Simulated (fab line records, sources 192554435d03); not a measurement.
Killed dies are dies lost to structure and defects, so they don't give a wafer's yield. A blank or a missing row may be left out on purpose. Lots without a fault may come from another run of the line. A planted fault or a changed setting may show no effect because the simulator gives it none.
Which tool did it? | flow n5_finfet | 20 lots, 60 wafers sampled, at 6 steps of a route of 1938

WHAT THE GAUGES READ, wafer by wafer
The record holds no reading of a measuring or inspecting step that can be judged against a usual standard deviation.

WHICH TOOL RAN EACH LOT (tool, then ch and the chambers of the sampled wafers, then the start)
lot  | N5_BEOL_M0_SAQP_STRIP_86           | N5_BEOL_M0_SAQP_SPACER1_ALD_98    | N5_BEOL_M0_SAQP_MANDREL1_REMOVE_100 | N5_BEOL_M0_SAQP_ETCH_106           | N5_BEOL_M0_STRIP_142               | N5_BEOL_M0_CO_CAP_123
L074 | rie_diel-02 ch 0,3, day 5 10:17    | ald_sin-01 ch 0,1, day 5 10:47    | rie_si-01 ch 0,2,3, day 5 11:28     | rie_diel-06 ch 0,3, day 5 12:22    | rie_diel-03 ch 0,3, day 5 17:53    | cvd_co-01 ch 0,2, day 5 22:20
L075 | rie_diel-05 ch 0,1,3, day 5 19:34  | ald_sin-01 ch 0,1,3, day 5 20:37  | rie_si-02 ch 0,1,3, day 5 21:11     | rie_diel-06 ch 0,1,3, day 5 22:00  | rie_diel-03 ch 0,1,2, day 6 03:59  | cvd_co-01 ch 0,2, day 6 06:52
L076 | rie_diel-06 ch 1,2,3, day 6 01:49  | ald_sin-01 ch 0,3, day 6 02:20    | rie_si-01 ch 1,3, day 6 02:53       | rie_diel-05 ch 0,1,2, day 6 03:53  | rie_diel-04 ch 0,1,2, day 6 09:19  | cvd_co-01 ch 0,2, day 6 16:14
L077 | rie_diel-06 ch 1,3, day 6 06:11    | ald_sin-01 ch 1,3, day 6 06:42    | rie_si-06 ch 0,1, day 6 07:16       | rie_diel-05 ch 1,2, day 6 08:05    | rie_diel-04 ch 0,3, day 6 15:25    | cvd_co-02 ch 0,1,2, day 6 18:13
L078 | rie_diel-02 ch 0,2,3, day 6 10:39  | ald_sin-01 ch 1,2,3, day 6 11:28  | rie_si-02 ch 0,1,3, day 6 12:01     | rie_diel-05 ch 1,2, day 6 12:50    | rie_diel-03 ch 0,1,2, day 6 17:56  | cvd_co-02 ch 0,1,2, day 6 20:37
L079 | rie_diel-02 ch 0,1,2, day 6 16:26  | ald_sin-03 ch 0,2,3, day 6 17:11  | rie_si-01 ch 0,1, day 6 17:35       | rie_diel-02 ch 0,1, day 6 18:24    | rie_diel-03 ch 2,3, day 7 01:09    | cvd_co-01 ch 0,1,2, day 7 05:52
L080 | rie_diel-06 ch 0,2, day 7 07:52    | ald_sin-01 ch 1,2, day 7 08:23    | rie_si-02 ch 1,3, day 7 08:56       | rie_diel-05 ch 0,1,3, day 7 09:46  | rie_diel-03 ch 0,1,2, day 7 16:52  | cvd_co-02 ch 1,2, day 7 19:45
L082 | rie_diel-02 ch 0,1, day 7 11:31    | ald_sin-03 ch 0,1,2, day 7 13:27  | rie_si-02 ch 1,2, day 7 14:01       | rie_diel-05 ch 0,1, day 7 14:50    | rie_diel-01 ch 0,1,2, day 8 00:33  | cvd_co-02 ch 0,1, day 8 03:31
L083 | rie_diel-02 ch 0,2,3, day 7 19:40  | ald_sin-01 ch 0,1,2, day 7 20:11  | rie_si-02 ch 2,3, day 7 20:44       | rie_diel-06 ch 0,2,3, day 7 21:33  | rie_diel-01 ch 1,2, day 8 04:17    | cvd_co-01 ch 0,2, day 8 09:12
L084 | rie_diel-05 ch 0,1,2, day 8 01:33  | ald_sin-04 ch 0,2, day 8 02:04    | rie_si-06 ch 1,2, day 8 02:37       | rie_diel-02 ch 0,2, day 8 03:27    | rie_diel-01 ch 0,1,3, day 8 08:58  | cvd_co-01 ch 0,1,2, day 8 13:26
L086 | rie_diel-02 ch 0,1, day 8 13:51    | ald_sin-03 ch 1,3, day 8 14:22    | rie_si-06 ch 0,1,2, day 8 14:56     | rie_diel-05 ch 0,1, day 8 15:53    | rie_diel-04 ch 0,2, day 8 21:33    | cvd_co-02 ch 0,1,2, day 9 01:55
L085 | rie_diel-06 ch 1,3, day 8 17:23    | ald_sin-01 ch 0,2,3, day 8 17:53  | rie_si-02 ch 1,2,3, day 8 18:28     | rie_diel-06 ch 1,2, day 8 19:17    | rie_diel-04 ch 0,1, day 9 01:17    | cvd_co-02 ch 0,1, day 9 04:42
L087 | rie_diel-02 ch 2,3, day 8 22:25    | ald_sin-03 ch 1,2, day 8 23:04    | rie_si-01 ch 0,1,3, day 8 23:37     | rie_diel-05 ch 0,2,3, day 9 00:26  | rie_diel-04 ch 0,1,2, day 9 07:22  | cvd_co-01 ch 0,1,2, day 9 11:20
L089 | rie_diel-02 ch 1,2,3, day 9 06:23  | ald_sin-01 ch 2,3, day 9 06:56    | rie_si-02 ch 2,3, day 9 07:37       | rie_diel-02 ch 1,2, day 9 08:26    | rie_diel-03 ch 0,1,2, day 9 14:07  | cvd_co-02 ch 0,2, day 9 17:47
L088 | rie_diel-05 ch 1,2,3, day 9 10:23  | ald_sin-01 ch 0,1,2, day 9 11:29  | rie_si-06 ch 0,2, day 9 12:02       | rie_diel-02 ch 1,2,3, day 9 12:52  | rie_diel-04 ch 1,3, day 9 19:49    | cvd_co-02 ch 0,2, day 9 21:56
L090 | rie_diel-05 ch 1,2,3, day 9 14:40  | ald_sin-03 ch 1,2, day 9 15:14    | rie_si-06 ch 1,2,3, day 9 15:48     | rie_diel-02 ch 1,2, day 9 16:37    | rie_diel-04 ch 0,1,3, day 9 22:55  | cvd_co-02 ch 0,1,2, day 10 03:34
L091 | rie_diel-06 ch 0,1,2, day 9 19:56  | ald_sin-03 ch 0,1,3, day 9 20:28  | rie_si-01 ch 0,2,3, day 9 21:01     | rie_diel-02 ch 0,1,3, day 9 21:50  | rie_diel-01 ch 0,2,3, day 10 02:08 | cvd_co-01 ch 0,2, day 10 06:26
L093 | rie_diel-02 ch 0,1,3, day 10 07:29 | ald_sin-04 ch 0,1,3, day 10 08:00 | rie_si-02 ch 1,3, day 10 08:34      | rie_diel-06 ch 0,2,3, day 10 09:25 | rie_diel-03 ch 0,2,3, day 10 19:30 | cvd_co-02 ch 0,2, day 10 22:01
L095 | rie_diel-05 ch 1,3, day 10 19:01   | ald_sin-03 ch 0, day 10 19:31     | rie_si-01 ch 0,1, day 10 20:19      | rie_diel-06 ch 0,1,3, day 10 21:14 | rie_diel-01 ch 0,2, day 11 04:34   | cvd_co-02 ch 1,2, day 11 07:44
L097 | rie_diel-02 ch 0,1,3, day 12 02:08 | ald_sin-01 ch 1,2, day 12 02:40   | rie_si-06 ch 0,3, day 12 03:13      | rie_diel-06 ch 1,3, day 12 04:02   | rie_diel-04 ch 1,2,3, day 12 10:17 | cvd_co-02 ch 0,1, day 12 14:00
- N5_BEOL_M0_SAQP_STRIP_86: strips in N2/H2.
- N5_BEOL_M0_SAQP_SPACER1_ALD_98: deposits SiO2, target thk 12.8 nm, pulse time 1 s, purge time 2 s.
- N5_BEOL_M0_SAQP_MANDREL1_REMOVE_100: chemistry HBr/Cl2/O2, target a-Si, stops on SiNx, bt time 10 s.
- N5_BEOL_M0_SAQP_ETCH_106: etches SOC in N2/H2, stops on SiNx, target depth 150 nm.
- N5_BEOL_M0_STRIP_142: strips in N2/H2, time 10 s.
- N5_BEOL_M0_CO_CAP_123: material Co, precursor CCTBA/H2, target thk 2 nm, time 102.1 s.

WHAT THE TOOLS THEMSELVES READ (means of the sampled wafers that have a number; where no wafer has one, the mark that the record gives instead)
N5_BEOL_M0_SAQP_STRIP_86. Usual: chamber_pressure_mTorr 49.99 mTorr, standard deviation 0.08; drypump_motor_current_A 5.8 A, standard deviation 0.55; oes_product_au 0.80 a.u., standard deviation 0.066; rf_vpp_V 121.9 V, standard deviation 1.4; showerhead_plenum_p_Torr 3.37 Torr, standard deviation 0.1; throttle_valve_pct 18.72 %, standard deviation 0.29.
lot  | tool        | chamber_pressure_mTorr (mTorr) | drypump_motor_current_A (A) | oes_product_au (a.u.) | rf_vpp_V (V) | showerhead_plenum_p_Torr (Torr) | throttle_valve_pct (%) | flag
L074 | rie_diel-02 | 49.97                          | 5.4                         | 0.84                  | 122.5        | 3.35                            | 18.34                  |
L075 | rie_diel-05 | 49.96                          | 5.6                         | 0.78                  | 121.7        | 3.46                            | 18.39                  |
L076 | rie_diel-06 | 49.96                          | 5.9                         | 0.79                  | 121.2        | 3.28                            | 18.89                  |
L077 | rie_diel-06 | 50.01                          | 5.4                         | 0.82                  | 120.3        | 3.27                            | 18.79                  |
L078 | rie_diel-02 | 49.98                          | 5.5                         | 0.85                  | 121.3        | 3.36                            | 18.54                  |
L079 | rie_diel-02 | 50.02                          | 6.1                         | 0.86                  | 123.6        | 3.46                            | 18.72                  |
L080 | rie_diel-06 | 49.99                          | 6.3                         | 0.70                  | 120.6        | 3.33                            | 19.05                  |
L082 | rie_diel-02 | 50.05                          | 6.0                         | 0.85                  | 121.6        | 3.45                            | 18.54                  |
L083 | rie_diel-02 | 49.96                          | 5.5                         | 0.83                  | 121.6        | 3.36                            | 18.56                  |
L084 | rie_diel-05 | 50.03                          | 5.5                         | 0.81                  | 121.6        | 3.38                            | 18.48                  |
L086 | rie_diel-02 | 50.00                          | 6.2                         | 0.86                  | 121.9        | 3.50                            | 18.80                  |
L085 | rie_diel-06 | 50.01                          | 5.6                         | 0.81                  | 120.9        | 3.25                            | 18.89                  |
L087 | rie_diel-02 | 49.96                          | 5.7                         | 0.83                  | 121.1        | 3.36                            | 18.75                  |
L089 | rie_diel-02 | 49.93                          | 5.8                         | 0.85                  | 122.7        | 3.41                            | 18.83                  |
L088 | rie_diel-05 | 49.93                          | 5.7                         | 0.80                  | 122.3        | 3.38                            | 18.53                  |
L090 | rie_diel-05 | 50.04                          | 5.7                         | 0.80                  | 122.6        | 3.38                            | 18.52                  |
L091 | rie_diel-06 | 49.97                          | 6.0                         | 0.73                  | 120.2        | 3.29                            | 18.97                  |
L093 | rie_diel-02 | 49.97                          | 5.7                         | 0.83                  | 122.2        | 3.40                            | 18.66                  |
L095 | rie_diel-05 | 50.04                          | 5.9                         | 0.74                  | 121.5        | 3.44                            | 18.45                  |
L097 | rie_diel-02 | 49.98                          | 5.6                         | 0.80                  | 122.9        | 3.39                            | 18.69                  |

N5_BEOL_M0_SAQP_SPACER1_ALD_98. Usual: chamber_pressure_Torr 2.000 Torr, standard deviation 0.0048; heater_power_w 487 W, standard deviation 59; precursor_pulse_height_rel 0.999, standard deviation 0.02.
lot  | tool       | chamber_pressure_Torr (Torr) | heater_power_w (W) | precursor_pulse_height_rel | flag
L074 | ald_sin-01 | 2.002                        | 432                | 1.002                      |
L075 | ald_sin-01 | 2.002                        | 466                | 0.989                      |
L076 | ald_sin-01 | 2.000                        | 501                | 0.993                      |
L077 | ald_sin-01 | 1.999                        | 493                | 1.014                      |
L078 | ald_sin-01 | 1.996                        | 510                | 1.010                      |
L079 | ald_sin-03 | 1.998                        | 478                | 0.982                      |
L080 | ald_sin-01 | 1.994                        | 532                | 0.980                      |
L082 | ald_sin-03 | 2.002                        | 468                | 0.986                      |
L083 | ald_sin-01 | 2.002                        | 497                | 1.009                      |
L084 | ald_sin-04 | 2.001                        | 456                | 1.009                      |
L086 | ald_sin-03 | 1.998                        | 438                | 0.999                      |
L085 | ald_sin-01 | 2.005                        | 539                | 0.990                      |
L087 | ald_sin-03 | 1.996                        | 501                | 1.000                      |
L089 | ald_sin-01 | 2.000                        | 571                | 1.005                      |
L088 | ald_sin-01 | 2.003                        | 489                | 1.004                      |
L090 | ald_sin-03 | 2.000                        | 469                | 1.008                      |
L091 | ald_sin-03 | 1.996                        | 443                | 0.999                      |
L093 | ald_sin-04 | 2.000                        | 464                | 1.001                      |
L095 | ald_sin-03 | 2.002                        | 453                | 1.002                      |
L097 | ald_sin-01 | 2.000                        | 547                | 0.998                      |

N5_BEOL_M0_SAQP_MANDREL1_REMOVE_100. Usual: HBr_flow_sccm 150.0 sccm, standard deviation 0.48; chamber_pressure_mTorr 10.000 mTorr, standard deviation 0.01; drypump_motor_current_A 5.6 A, standard deviation 0.45; oes_product_au 0.996 a.u., standard deviation 0.019; throttle_valve_pct 36.72 %, standard deviation 0.26.
lot  | tool      | HBr_flow_sccm (sccm) | chamber_pressure_mTorr (mTorr) | drypump_motor_current_A (A) | oes_product_au (a.u.) | throttle_valve_pct (%) | flag
L074 | rie_si-01 | 149.8                | 9.996                          | 5.2                         | 1.009                 | 36.66                  |
L075 | rie_si-02 | 149.4                | 10.009                         | 6.1                         | 0.994                 | 36.67                  |
L076 | rie_si-01 | 150.0                | 10.005                         | 5.2                         | 1.014                 | 36.58                  |
L077 | rie_si-06 | 150.1                | 10.001                         | 6.1                         | 0.994                 | 36.88                  |
L078 | rie_si-02 | 149.8                | 10.002                         | 6.2                         | 0.990                 | 36.68                  |
L079 | rie_si-01 | 149.9                | 9.996                          | 5.3                         | 0.990                 | 36.86                  |
L080 | rie_si-02 | 150.0                | 9.997                          | 6.1                         | 0.982                 | 36.81                  |
L082 | rie_si-02 | 150.4                | 10.006                         | 5.6                         | 0.997                 | 36.59                  |
L083 | rie_si-02 | 149.4                | 9.987                          | 5.5                         | 0.992                 | 36.60                  |
L084 | rie_si-06 | 150.5                | 9.993                          | 5.9                         | 0.979                 | 37.11                  |
L086 | rie_si-06 | 150.2                | 10.011                         | 5.8                         | 0.985                 | 36.95                  |
L085 | rie_si-02 | 150.0                | 10.002                         | 5.8                         | 0.984                 | 36.69                  |
L087 | rie_si-01 | 150.4                | 10.000                         | 5.2                         | 1.008                 | 36.69                  |
L089 | rie_si-02 | 150.0                | 10.000                         | 5.5                         | 0.993                 | 36.61                  |
L088 | rie_si-06 | 149.8                | 10.005                         | 5.7                         | 0.994                 | 36.80                  |
L090 | rie_si-06 | 150.1                | 10.008                         | 5.6                         | 0.981                 | 36.89                  |
L091 | rie_si-01 | 150.3                | 10.001                         | 5.2                         | 1.012                 | 36.65                  |
L093 | rie_si-02 | 149.9                | 9.997                          | 6.1                         | 0.991                 | 36.80                  |
L095 | rie_si-01 | 149.5                | 10.009                         | 5.2                         | 0.988                 | 36.80                  |
L097 | rie_si-06 | 150.0                | 9.996                          | 5.6                         | 0.990                 | 36.46                  |

N5_BEOL_M0_SAQP_ETCH_106. Usual: chamber_pressure_mTorr 30.000 mTorr, standard deviation 0.026; drypump_motor_current_A 5.8 A, standard deviation 0.52; oes_product_au 0.78 a.u., standard deviation 0.066; rf_vpp_V 240.6 V, standard deviation 1.2; showerhead_plenum_p_Torr 2.54 Torr, standard deviation 0.079; throttle_valve_pct 17.69 %, standard deviation 0.19.
lot  | tool        | chamber_pressure_mTorr (mTorr) | drypump_motor_current_A (A) | oes_product_au (a.u.) | rf_vpp_V (V) | showerhead_plenum_p_Torr (Torr) | throttle_valve_pct (%) | flag
L074 | rie_diel-06 | 29.962                         | 6.1                         | 0.75                  | 240.5        | 2.51                            | 17.79                  |
L075 | rie_diel-06 | 30.008                         | 5.7                         | 0.78                  | 239.8        | 2.49                            | 17.77                  |
L076 | rie_diel-05 | 29.979                         | 5.4                         | 0.82                  | 240.4        | 2.57                            | 17.53                  |
L077 | rie_diel-05 | 30.007                         | 5.8                         | 0.82                  | 240.7        | 2.53                            | 17.46                  |
L078 | rie_diel-05 | 30.006                         | 5.8                         | 0.81                  | 240.6        | 2.53                            | 17.47                  |
L079 | rie_diel-02 | 29.997                         | 6.2                         | 0.87                  | 241.4        | 2.66                            | 17.58                  |
L080 | rie_diel-05 | 29.998                         | 5.6                         | 0.76                  | 241.7        | 2.62                            | 17.49                  |
L082 | rie_diel-05 | 30.037                         | 5.7                         | 0.75                  | 242.2        | 2.57                            | 17.48                  |
L083 | rie_diel-06 | 30.002                         | 6.2                         | 0.73                  | 240.5        | 2.49                            | 17.91                  |
L084 | rie_diel-02 | 30.026                         | 5.9                         | 0.82                  | 241.3        | 2.57                            | 17.49                  |
L086 | rie_diel-05 | 29.997                         | 5.7                         | 0.75                  | 241.0        | 2.57                            | 17.48                  |
L085 | rie_diel-06 | 29.996                         | 6.2                         | 0.73                  | 239.6        | 2.49                            | 17.91                  |
L087 | rie_diel-05 | 29.978                         | 5.4                         | 0.80                  | 240.9        | 2.60                            | 17.59                  |
L089 | rie_diel-02 | 29.984                         | 6.3                         | 0.84                  | 242.0        | 2.66                            | 17.77                  |
L088 | rie_diel-02 | 29.984                         | 5.7                         | 0.82                  | 241.0        | 2.58                            | 17.69                  |
L090 | rie_diel-02 | 30.008                         | 6.3                         | 0.84                  | 242.6        | 2.66                            | 17.78                  |
L091 | rie_diel-02 | 29.991                         | 5.6                         | 0.82                  | 240.8        | 2.58                            | 17.55                  |
L093 | rie_diel-06 | 29.985                         | 6.2                         | 0.72                  | 239.5        | 2.49                            | 17.93                  |
L095 | rie_diel-06 | 30.021                         | 5.7                         | 0.76                  | 239.5        | 2.48                            | 17.82                  |
L097 | rie_diel-06 | 30.000                         | 5.4                         | 0.77                  | 239.4        | 2.45                            | 17.83                  |

N5_BEOL_M0_STRIP_142. Usual: chamber_pressure_mTorr 20.001 mTorr, standard deviation 0.018; drypump_motor_current_A 5.6 A, standard deviation 0.52; oes_product_au 0.83 a.u., standard deviation 0.083; rf_vpp_V 59.3 V, standard deviation 0.83; showerhead_plenum_p_Torr 2.58 Torr, standard deviation 0.1; throttle_valve_pct 23.61 %, standard deviation 0.23.
lot  | tool        | chamber_pressure_mTorr (mTorr) | drypump_motor_current_A (A) | oes_product_au (a.u.) | rf_vpp_V (V) | showerhead_plenum_p_Torr (Torr) | throttle_valve_pct (%) | flag
L074 | rie_diel-03 | 20.012                         | 5.1                         | 0.71                  | 59.6         | 2.58                            | 23.85                  |
L075 | rie_diel-03 | 19.999                         | 5.8                         | 0.78                  | 59.0         | 2.54                            | 23.63                  |
L076 | rie_diel-04 | 19.988                         | 5.5                         | 0.90                  | 59.3         | 2.59                            | 23.48                  |
L077 | rie_diel-04 | 20.012                         | 5.8                         | 0.76                  | 58.3         | 2.42                            | 23.67                  |
L078 | rie_diel-03 | 19.993                         | 5.8                         | 0.78                  | 59.0         | 2.54                            | 23.64                  |
L079 | rie_diel-03 | 20.001                         | 5.0                         | 0.73                  | 59.1         | 2.56                            | 24.02                  |
L080 | rie_diel-03 | 20.009                         | 5.8                         | 0.77                  | 58.7         | 2.54                            | 23.64                  |
L082 | rie_diel-01 | 20.006                         | 5.4                         | 0.88                  | 59.7         | 2.66                            | 23.47                  |
L083 | rie_diel-01 | 19.989                         | 5.2                         | 0.92                  | 59.2         | 2.71                            | 23.51                  |
L084 | rie_diel-01 | 20.013                         | 5.7                         | 0.85                  | 59.6         | 2.58                            | 23.55                  |
L086 | rie_diel-04 | 19.999                         | 5.6                         | 0.86                  | 59.1         | 2.50                            | 23.52                  |
L085 | rie_diel-04 | 20.010                         | 5.2                         | 0.88                  | 59.7         | 2.56                            | 23.60                  |
L087 | rie_diel-04 | 19.996                         | 5.5                         | 0.86                  | 59.2         | 2.58                            | 23.53                  |
L089 | rie_diel-03 | 19.977                         | 5.8                         | 0.85                  | 59.1         | 2.53                            | 23.59                  |
L088 | rie_diel-04 | 19.983                         | 5.4                         | 0.91                  | 60.0         | 2.70                            | 23.58                  |
L090 | rie_diel-04 | 20.020                         | 5.5                         | 0.91                  | 59.5         | 2.63                            | 23.59                  |
L091 | rie_diel-01 | 19.986                         | 5.8                         | 0.85                  | 58.8         | 2.58                            | 23.56                  |
L093 | rie_diel-03 | 19.996                         | 5.2                         | 0.79                  | 59.2         | 2.50                            | 23.74                  |
L095 | rie_diel-01 | 19.993                         | 5.6                         | 0.82                  | 59.1         | 2.59                            | 23.44                  |
L097 | rie_diel-04 | 20.005                         | 5.8                         | 0.84                  | 60.2         | 2.64                            | 23.54                  |

N5_BEOL_M0_CO_CAP_123. Usual: chamber_pressure_Torr 30.00 Torr, standard deviation 0.065; heater_power_w 227 W, standard deviation 25.
lot  | tool      | chamber_pressure_Torr (Torr) | heater_power_w (W) | flag
L074 | cvd_co-01 | 29.93                        | 230                |
L075 | cvd_co-01 | 29.91                        | 227                |
L076 | cvd_co-01 | 29.98                        | 233                |
L077 | cvd_co-02 | 30.03                        | 226                |
L078 | cvd_co-02 | 29.91                        | 225                |
L079 | cvd_co-01 | 30.03                        | 224                |
L080 | cvd_co-02 | 30.00                        | 200                |
L082 | cvd_co-02 | 30.01                        | 248                |
L083 | cvd_co-01 | 30.00                        | 225                |
L084 | cvd_co-01 | 30.02                        | 227                |
L086 | cvd_co-02 | 30.01                        | 227                |
L085 | cvd_co-02 | 29.96                        | 255                |
L087 | cvd_co-01 | 30.01                        | 227                |
L089 | cvd_co-02 | 30.02                        | 218                |
L088 | cvd_co-02 | 30.01                        | 248                |
L090 | cvd_co-02 | 29.99                        | 224                |
L091 | cvd_co-01 | 29.93                        | 228                |
L093 | cvd_co-02 | 30.03                        | 250                |
L095 | cvd_co-02 | 30.01                        | 202                |
L097 | cvd_co-02 | 30.00                        | 249                |

THE ANSWER, worked out from the rows above alone
Rule: a lot is off if the mean of its wafers that have a number lies more than 3 standard deviations from the usual mean. A lot without any number at a reading at which 4 lots or more have one is off too. The other lots that the step has rows for count as sound. The gauges are gone through in route order, then the tools' own readings, and for those a lot's mean is taken as printed above. The first step at which some lot is off is used, and at that step the reading that is off furthest; a lot without a number counts as furthest.
No lot is off at any reading shown: from this, nothing can be told.

WHAT THE SIMULATOR HAD PUT IN
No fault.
